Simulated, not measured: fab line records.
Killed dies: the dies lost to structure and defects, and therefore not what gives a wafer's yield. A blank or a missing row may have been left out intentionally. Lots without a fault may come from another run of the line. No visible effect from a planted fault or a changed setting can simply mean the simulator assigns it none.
fab line records    flow n5Finfet
record lots=8  wafers=24  lastDay=17
route steps=1938 shown BEOL_M3@954 BEOL_M4@1111 PASSIVATION@1936
lots with no fault: from the same line, run without faults
startH: the number of hours between the record's first day and the start of the first shown wafer of the lot    waitH: hours since the lot's step before    " the same as in the row above    L1.1+2: a single row standing in for several wafers    - no value, or no start given    * or withheld: withheld    < > ~ a bound
route shown NAME@n: names a module that has steps shown in the file, with the first one's number in the route    usual: mean/standard deviation of fault-free wafers    same: alike in all rows    chamber/n: place in a boat    sites: the reading at each site    _std_site: standard deviation of those values    _edge_site: mean of outer sites minus mean of inner sites    radiusMm: how far each site lies from the wafer's centre    mask NAME#n: copy n    behind: the most recent tool/chamber to have shaped the wafer    hold: why the lot went on hold/how many hours it stayed there/how the hold came to an end    device: names the non-switching transistor (n, p or np)    end of line: the same wafers' tests at the end of the route    a step without rows: its recipe alone    killed: count of dies lost to structure and defects at first sort (not the wafer's yield)    map: shows each die of a wafer: x if killed, . if not, _ if none is there
set.NAME: the setting as run; set.NAME@STEP: as run at that earlier step    model.NAME: the simulator's own value behind a step, which no gauge read
the route's steps for a sample of lots (tables are steps, rows are wafers)
services: the hour from which a tool's chamber was out of use, counted from the record's first day as startH (under 0 if before that day), plus the number of hours and why
## steps
# step N5_BEOL_M3_HM_OPEN_17
# recipe chemistry=Cl2/BCl3  targetDepthA=200  overetchA=60  target=TiN  maskMaterial=SOC  ionEnergyEv=150  pressureMtorr=10  icpW=1000  biasW=126  Cl2_flow_sccm=53.25  bcl3FlowSccm=21.75  Ar_flow_sccm=25
# usual drypumpMotorCurrentA=5.8/0.36  oesProductAu=0.70/0.081  rfFwdPowerW=991/4.6  throttleValvePct=22.10/0.12
lot.wafer  tool         chamber  startH  waitH  drypumpMotorCurrentA  oesProductAu  rfFwdPowerW  rfHoursCounterH  throttleValvePct
L527.1     rieMetal-02  0        151.91  0.0    5.4                   0.77          989          12               22.26
L527.3     "            1        "       "      5.5                   0.63          990          -                22.12
L527.6     "            1        "       "      5.5                   0.63          991          -                22.10
L528.1     rieMetal-02  1        160.43  0.0    5.5                   0.63          989          50               22.10
L528.3     "            0        "       "      5.4                   0.76          988          -                22.26
L528.4     "            1        "       "      5.5                   0.63          990          -                22.11
L532.1     rieMetal-01  0        183.00  0.0    5.7                   0.82          989          2                22.01
L532.3     "            0        "       "      5.7                   0.83          993          -                21.97
L532.5     "            0        "       "      5.7                   0.84          993          -                21.99
L534.1     rieMetal-01  0        202.16  0.0    5.7                   0.80          997          5                22.03
L534.5     "            1        "       "      6.3                   0.63          983          -                22.04
L534.6     "            0        "       "      5.7                   0.80          997          -                22.02
L537.2     rieMetal-01  1        221.26  0.0    6.3                   0.64          986          51               22.02
L537.4     "            0        "       "      5.7                   0.81          994          -                22.01
L537.6     "            1        "       "      6.3                   0.65          983          -                22.02
L546.1     rieMetal-01  0        269.77  0.0    5.7                   0.77          995          12               22.02
L546.3     "            0        "       "      5.7                   0.77          994          -                22.04
L546.4     "            1        "       "      6.3                   0.63          988          -                22.05
L547.2     rieMetal-02  1        281.04  0.0    5.5                   0.61          1001         60               22.12
L547.3     "            1        "       "      5.6                   0.61          998          -                22.15
L547.4     "            0        "       "      5.4                   0.72          987          -                22.29
L548.3     rieMetal-03  1        284.56  0.1    5.8                   0.80          992          -                22.25
L548.4     "            0        "       "      6.0                   0.59          995          -                21.94
L548.5     "            1        "       "      5.8                   0.79          994          -                22.25
# step N5_BEOL_M3_ETCH_69
# recipe chemistry=CF4  target=SiARC  targetDepthA=156  maskMaterial=CAR-EUV  timeS=26  ionEnergyEv=80  pressureMtorr=40  sourceW=545  biasW=36  Ar_flow_sccm=100  cf4FlowSccm=100  ends=cleared
# usual drypumpMotorCurrentA=5.9/0.58  etchRfOnTimeS=25.9/0.36  oesProductAu=0.66/0.085  rfFwdPowerW=532.3/2.4  rfVppV=184.1/1.3  showerheadPlenumPTorr=2.15/0.079  throttleValvePct=15.62/0.18
lot.wafer  tool        chamber  startH  waitH  drypumpMotorCurrentA  etchRfOnTimeS  oesProductAu  rfFwdPowerW  rfHoursCounterH  rfVppV  showerheadPlenumPTorr  throttleValvePct
L527.1     rieDiel-03  2        152.69  0.0    5.5                   26.1           0.63          533.0        176              183.1   2.14                   15.73
L527.3     "           3        "       "      6.5                   25.8           0.82          530.9        1                186.0   2.28                   15.20
L527.6     "           1        "       "      6.1                   26.2           0.63          531.8        -                184.5   2.23                   15.70
L528.1     rieDiel-04  3        161.24  0.0    6.8                   26.0           0.59          529.4        207              183.9   2.04                   15.53
L528.3     "           2        "       "      6.1                   26.1           0.60          530.8        219              184.8   2.12                   15.79
L528.4     "           2        "       "      6.1                   26.2           0.60          529.3        -                184.2   2.12                   15.80
L532.1     rieDiel-03  3        183.96  0.0    6.4                   25.9           0.78          530.5        12               185.9   2.28                   15.22
L532.3     "           2        "       "      5.5                   26.1           0.62          534.6        186              183.6   2.13                   15.75
L532.5     "           3        "       "      6.4                   25.8           0.79          532.2        -                185.9   2.28                   15.24
L534.1     rieDiel-04  1        203.02  0.0    5.4                   25.6           0.80          533.5        17               184.2   2.19                   15.46
L534.5     "           3        "       "      6.8                   26.1           0.58          531.7        -                184.0   2.04                   15.55
L534.6     "           0        "       "      5.4                   26.4           0.66          537.3        -                184.7   2.22                   15.78
L537.2     rieDiel-04  3        223.49  0.0    6.8                   25.9           0.58          530.9        225              183.5   2.04                   15.58
L537.4     "           2        "       "      6.1                   25.6           0.60          531.2        241              182.7   2.11                   15.83
L537.6     "           1        "       "      5.4                   25.0           0.80          532.5        -                185.2   2.19                   15.49
L546.1     rieDiel-04  2        270.45  0.0    6.1                   25.6           0.86          530.0        2                182.0   2.11                   15.38
L546.3     "           3        "       "      6.8                   25.6           0.58          531.6        242              184.1   2.03                   15.59
L546.4     "           0        "       "      5.4                   25.9           0.64          536.2        188              185.0   2.22                   15.84
L547.2     rieDiel-03  0        281.72  0.0    5.1                   26.1           0.61          530.6        200              182.2   2.05                   15.59
L547.3     "           3        "       "      6.4                   26.0           0.73          530.9        44               186.1   2.26                   15.28
L547.4     "           1        "       "      6.1                   26.3           0.60          532.8        175              185.7   2.22                   15.78
L548.3     rieDiel-01  0        285.37  0.0    5.9                   25.4           0.75          529.1        55               186.3   2.26                   15.37
L548.4     "           2        "       "      6.6                   25.2           0.78          531.2        -                185.5   2.10                   15.53
L548.5     "           0        "       "      5.9                   25.4           0.76          530.7        -                186.0   2.26                   15.38
# step N5_BEOL_M3_ETCHBACK_99
# recipe chemistry=CHF3  target=SiO2  targetDepthA=50  timeS=10.4  sourceW=215  biasW=47  Ar_flow_sccm=200  CHF3_flow_sccm=12  ionEnergyEv=100  pressureMtorr=30
# usual drypumpMotorCurrentA=5.9/0.6  oes_f_703_au=0.81/0.094  oesProductAu=0.81/0.1  rfFwdPowerW=212.5/0.99  rfVppV=240.3/2.7  showerheadPlenumPTorr=2.17/0.085  throttleValvePct=17.03/0.17
lot.wafer  tool        chamber  startH  waitH  drypumpMotorCurrentA  oes_f_703_au  oesProductAu  rfFwdPowerW  rfHoursCounterH  rfVppV  showerheadPlenumPTorr  throttleValvePct
L527.1     rieDiel-04  2        154.00  1.2    6.1                   0.72          0.71          211.8        216              241.8   2.13                   17.22
L527.3     "           2        "       "      6.1                   0.71          0.72          212.8        -                240.7   2.13                   17.21
L527.6     "           2        "       "      6.1                   0.71          0.72          211.5        -                239.8   2.13                   17.21
L528.1     rieDiel-03  2        168.74  7.3    5.5                   0.74          0.74          212.5        181              240.9   2.15                   17.19
L528.3     "           0        "       "      5.1                   0.74          0.73          210.6        162              237.3   2.06                   16.92
L528.4     "           3        "       "      6.4                   0.91          0.93          212.9        6                243.5   2.30                   16.71
L532.1     rieDiel-03  0        187.28  3.1    5.1                   0.73          0.73          211.1        168              237.3   2.06                   16.93
L532.3     "           3        "       "      6.4                   0.90          0.92          212.8        13               245.7   2.30                   16.72
L532.5     "           2        "       "      5.5                   0.74          0.73          213.1        -                240.4   2.14                   17.21
L534.1     rieDiel-01  0        204.45  1.3    5.9                   0.91          0.91          212.7        33               236.9   2.28                   16.77
L534.5     "           2        "       "      6.6                   0.97          0.98          213.1        -                239.9   2.12                   17.01
L534.6     "           3        "       "      6.2                   0.76          0.77          213.6        -                243.6   2.07                   16.89
L537.2     rieDiel-01  2        229.61  6.0    6.6                   0.94          0.94          213.9        8                239.5   2.11                   16.99
L537.4     "           0        "       "      5.9                   0.91          0.89          212.9        39               237.3   2.27                   16.78
L537.6     "           0        "       "      5.9                   0.90          0.90          212.8        -                237.5   2.28                   16.76
L546.1     rieDiel-01  1        270.74  0.2    4.7                   0.90          1.16          211.9        25               242.8   2.20                   17.06
L546.3     "           3        "       "      6.2                   0.75          0.97          212.2        136              243.6   2.07                   16.93
L546.4     "           0        "       "      5.8                   0.88          1.14          212.6        51               236.6   2.27                   16.83
L547.2     rieDiel-01  2        288.75  6.9    6.5                   0.90          1.16          211.6        24               240.9   2.11                   17.04
L547.3     "           0        "       "      5.9                   0.88          1.13          214.2        57               237.8   2.27                   16.83
L547.4     "           2        "       "      6.5                   0.91          1.16          213.2        -                237.8   2.11                   17.06
L548.3     rieDiel-01  0        289.52  4.0    5.8                   0.87          1.13          212.0        57               236.5   2.27                   16.83
L548.4     "           2        "       "      6.6                   0.90          1.17          212.7        -                240.9   2.11                   17.05
L548.5     "           0        "       "      5.8                   0.87          1.13          212.4        -                236.8   2.27                   16.83
# step N5_BEOL_M3_STRIP_97
# recipe chemistry=N2/H2  timeS=10  powerW=450  tempC=40  pressureMtorr=20  rfFrequencyHz=6e+07  biasPowerW=7  n2FlowSccm=200  h2FlowSccm=200
# usual drypumpMotorCurrentA=5.9/0.6  n2FlowSccm=200.0/0.63  oesProductAu=0.81/0.099  rfVppV=59.2/0.8  showerheadPlenumPTorr=2.55/0.099  throttleValvePct=23.57/0.28
lot.wafer  tool        chamber  startH  waitH  drypumpMotorCurrentA  n2FlowSccm  oesProductAu  rfHoursCounterH  rfVppV  showerheadPlenumPTorr  throttleValvePct
L527.1     rieDiel-04  2        -       -      6.1                   200.1       0.71          216              59.4    2.51                   23.79
L527.3     "           2        "       "      6.1                   200.6       0.71          -                58.1    2.51                   23.78
L527.6     "           2        "       "      6.1                   201.2       0.71          -                58.3    2.51                   23.77
L528.1     rieDiel-03  2        -       -      5.5                   199.4       0.73          181              60.1    2.52                   24.03
L528.3     "           0        "       "      5.1                   200.0       0.74          162              58.8    2.43                   23.36
L528.4     "           3        "       "      6.4                   200.2       0.94          7                59.2    2.70                   23.25
L532.1     rieDiel-03  0        -       -      5.1                   200.5       0.73          168              58.4    2.43                   23.33
L532.3     "           3        "       "      6.4                   199.5       0.92          13               60.1    2.70                   23.27
L532.5     "           2        "       "      5.5                   199.5       0.73          -                58.2    2.52                   24.03
L534.1     rieDiel-01  0        -       -      5.9                   200.3       0.92          33               59.8    2.69                   23.26
L534.5     "           2        "       "      6.5                   199.3       0.97          -                58.8    2.49                   23.72
L534.6     "           3        "       "      6.2                   199.8       0.77          -                59.8    2.45                   23.42
L537.2     rieDiel-01  2        -       -      6.6                   200.0       0.95          8                59.2    2.49                   23.73
L537.4     "           0        "       "      5.9                   199.1       0.90          39               60.6    2.69                   23.27
L537.6     "           0        "       "      5.9                   199.1       0.91          -                59.0    2.69                   23.28
L546.1     rieDiel-01  1        -       -      4.7                   199.8       0.91          26               60.0    2.60                   23.65
L546.3     "           3        "       "      6.2                   200.6       0.75          136              57.5    2.44                   23.46
L546.4     "           0        "       "      5.8                   201.1       0.88          51               59.6    2.69                   23.28
L547.2     rieDiel-01  2        -       -      6.6                   200.0       0.89          24               58.3    2.48                   23.77
L547.3     "           0        "       "      5.9                   199.8       0.88          57               60.8    2.68                   23.31
L547.4     "           2        "       "      6.6                   199.5       0.89          -                59.3    2.48                   23.75
L548.3     rieDiel-01  0        -       -      5.9                   200.2       0.88          57               58.8    2.68                   23.31
L548.4     "           2        "       "      6.6                   200.1       0.91          -                59.7    2.48                   23.76
L548.5     "           0        "       "      5.9                   199.9       0.87          -                59.4    2.68                   23.29
# step N5_BEOL_M4_RC_MEAS_101
# usual DIBL_N=35.9/1.4  DIBL_P=35.9/1.7  IOFF_N=0.155/0.023  IOFF_P=0.201/0.029  ION_N=672/8.8  ION_P=460/7  SS_N=71.6/0.48  SS_P=73.1/0.64  VT_N=250.0/3  VT_P=-251.6/3
lot.wafer  tool       chamber  startH  waitH  DIBL_N[mV/V]  DIBL_P[mV/V]  IOFF_N[nA/um]  IOFF_P[nA/um]  ION_N[uA/um]  ION_P[uA/um]  SS_N[mV/dec]  SS_P[mV/dec]  VT_N[mV]  VT_P[mV]
L527.1     prober-02  0        172.95  0.0    34.9          33.6          0.130          0.184          652           452           71.9          72.2          256.1     -249.7
L527.3     "          0        "       "      34.1          33.5          0.120          0.181          660           455           71.0          72.6          254.3     -250.7
L527.6     "          0        "       "      35.3          35.0          0.145          0.213          664           463           71.7          72.7          251.9     -250.3
L528.1     prober-02  0        182.94  0.0    35.3          34.0          0.146          0.207          672           469           71.8          72.6          252.7     -248.6
L528.3     "          0        "       "      35.4          34.6          0.144          0.206          670           462           71.1          73.0          250.4     -247.5
L528.4     "          0        "       "      36.0          36.0          0.163          0.232          688           475           72.0          73.2          248.6     -247.8
L532.1     prober-01  0        202.06  0.0    34.1          35.0          0.128          0.162          660           452           71.6          72.4          252.3     -254.1
L532.3     "          0        "       "      35.3          36.8          0.150          0.179          674           457           71.1          73.4          249.7     -254.3
L532.5     "          0        "       "      36.0          37.7          0.161          0.186          676           460           72.0          73.6          251.4     -253.0
L534.1     prober-01  0        224.19  0.0    37.8          38.9          0.193          0.216          688           460           71.6          74.2          244.7     -251.0
L534.5     "          0        "       "      38.1          38.7          0.199          0.217          687           466           71.6          74.5          247.1     -250.6
L534.6     "          0        "       "      36.6          35.8          0.166          0.174          660           446           71.7          72.2          249.3     -253.7
L537.2     prober-01  0        248.54  0.2    33.6          36.2          0.151          0.208          674           467           71.8          72.9          248.0     -249.2
L537.4     "          0        "       "      34.7          37.1          0.157          0.220          673           465           71.6          74.4          249.8     -249.0
L537.6     "          0        "       "      33.2          35.7          0.140          0.197          665           463           71.6          73.1          250.3     -251.5
L546.1     prober-02  0        286.47  0.0    39.1          39.8          0.211          0.260          682           462           72.3          74.4          243.3     -250.6
L546.3     "          0        "       "      38.5          39.4          0.195          0.250          685           464           72.4          73.7          248.6     -249.5
L546.4     "          0        "       "      37.6          38.0          0.187          0.231          686           469           71.8          73.0          243.6     -249.3
L547.2     prober-01  0        304.38  0.2    35.4          36.7          0.188          0.220          688           469           71.3          73.3          243.8     -248.9
L547.3     "          0        "       "      36.3          38.7          0.205          0.250          680           465           71.7          73.7          244.3     -249.2
L547.4     "          0        "       "      37.0          39.4          0.231          0.267          676           462           72.3          74.4          243.5     -249.4
L548.3     prober-01  0        306.07  0.6    35.9          35.7          0.155          0.183          679           461           71.4          72.8          248.4     -253.1
L548.4     "          0        "       "      37.2          35.9          0.157          0.196          670           454           71.7          73.5          250.7     -252.3
L548.5     "          0        "       "      34.9          34.2          0.132          0.171          666           451           70.5          73.4          252.3     -254.2
# step N5_PASSIVATION_PROBE_49
# usual defectLimitedYield=91.7/1.5  killed_at_M0_to_M3=30/8.6  killed_at_M4_up=12/4.5  killedAtContacts=13/5.8  killedAtFrontEnd=38/11  killedAtOther=4/3  killedDies=97/17  killedOpen=63/12  killedShort=32/8.8  sort_bin_5_function=4.8/0.91  sort_bin_6_memory=3.1/0.68  sortNPass=1083/17  sortYieldPct=91.7/1.5
# same grossDies=1180  killedAtBackSide=0  sort_bin_4_leakage[%]=0  sort_bin_8_speed[%]=0
lot.wafer  tool       chamber  startH  waitH  defectLimitedYield[%]  killed_at_M0_to_M3  killed_at_M4_up  killedAtContacts  killedAtFrontEnd  killedAtOther  killedDies  killedOpen  killedShort  sort_bin_5_function[%]  sort_bin_6_memory[%]  sortNPass  sortYieldPct[%]
L547.2     prober-02  -        417.83  0.1    93.1                   26                  10               12                33                1              82          47          34           4.3                     2.3                   1098       93.1
L547.3     prober-02  -        417.88  0.1    90.8                   31                  11               20                44                3              109         69          38           5.3                     3.7                   1071       90.8
L547.4     prober-02  -        417.93  0.2    90.3                   38                  21               15                34                6              114         65          47           5.8                     3.6                   1066       90.3
# killed by level:class
L547.2 MOL_CONTACT_COAG:geometricParticle:open=9 BEOL_M0_SAQP:geometricParticle:short=9 STI_FIN_REVEAL:geometricParticle:open=7 FIN_SAQP:geometricParticle:open=6 FIN_SAQP:geometricParticle:short=5 GATE_CUT:geometricParticle:short=5 BEOL_M1:geometricParticle:open=5 BEOL_M2:geometricParticle:open=5
L547.3 MOL_CONTACT_COAG:geometricParticle:open=15 FIN_SAQP:geometricParticle:short=13 BEOL_M2:geometricParticle:open=10 STI_FIN_REVEAL:geometricParticle:open=6 BEOL_M1:geometricParticle:open=6 FIN_SAQP:geometricParticle:open=5 MOL_CONTACT_COAG:geometricParticle:short=5 STI_FIN_REVEAL:geometricParticle:short=4
L547.4 MOL_CONTACT_COAG:geometricParticle:open=10 BEOL_M2:geometricParticle:open=8 BEOL_M4:geometricParticle:open=8 FIN_SAQP:geometricParticle:open=7 GATE_CUT:geometricParticle:short=7 BEOL_M0_SAQP:geometricParticle:short=7 BEOL_M3:geometricParticle:short=7 BEOL_M1:geometricParticle:open=6
## services
tool        chamber  startH  hours  kind
rieDiel-01  1        144.70  -      clean
rieDiel-01  1        144.70  -      consumableReplace:focusRing
rieDiel-01  1        144.70  16.8   scheduledDown
rieDiel-01  1        144.70  16.8   ventCycle
rieDiel-04  1        149.68  -      clean
rieDiel-04  1        149.68  -      consumableReplace:focusRing
rieDiel-04  1        149.68  11.9   scheduledDown
rieDiel-04  1        149.68  11.9   ventCycle
rieDiel-04  0        161.53  6.6    repair
rieDiel-03  1        175.27  12.3   repair
rieDiel-01  2        178.99  -      clean
rieDiel-01  2        178.99  -      consumableReplace:focusRing
rieDiel-01  2        178.99  18.5   scheduledDown
rieDiel-01  2        178.99  18.5   ventCycle
rieDiel-04  3        193.45  8.9    repair
rieDiel-04  -        211.67  2.8    pm
rieDiel-01  -        217.33  9.7    repair
rieDiel-04  -        217.33  2.1    repair
rieDiel-01  -        229.97  2.8    pm
rieDiel-04  1        239.23  6.4    repair
rieDiel-04  2        247.20  -      clean
rieDiel-04  2        247.20  -      consumableReplace:focusRing
rieDiel-04  2        247.20  17.3   scheduledDown
rieDiel-01  3        284.47  7.4    repair
## key
firstSign step=N5_BEOL_M3_ETCHBACK_99  reading=oesProductAu  direction=up  sigmas=3.2  usual=0.81  struck=1.13
effect none on later readings
metAt N5_BEOL_M3_ETCHBACK_99
struckLots L546,L547,L548
notActingAt N5_BEOL_M3_HM_OPEN_17,N5_BEOL_M3_ETCH_69,N5_BEOL_M3_STRIP_97
onsetBetween 229.61 270.74
fault kind=processParameterDrift  tool=rieDiel-01  chamber=-  onsetH=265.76  steps=N5_BEOL_M3_ETCHBACK_99  channel=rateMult  offset=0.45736  shape=step  endH=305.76
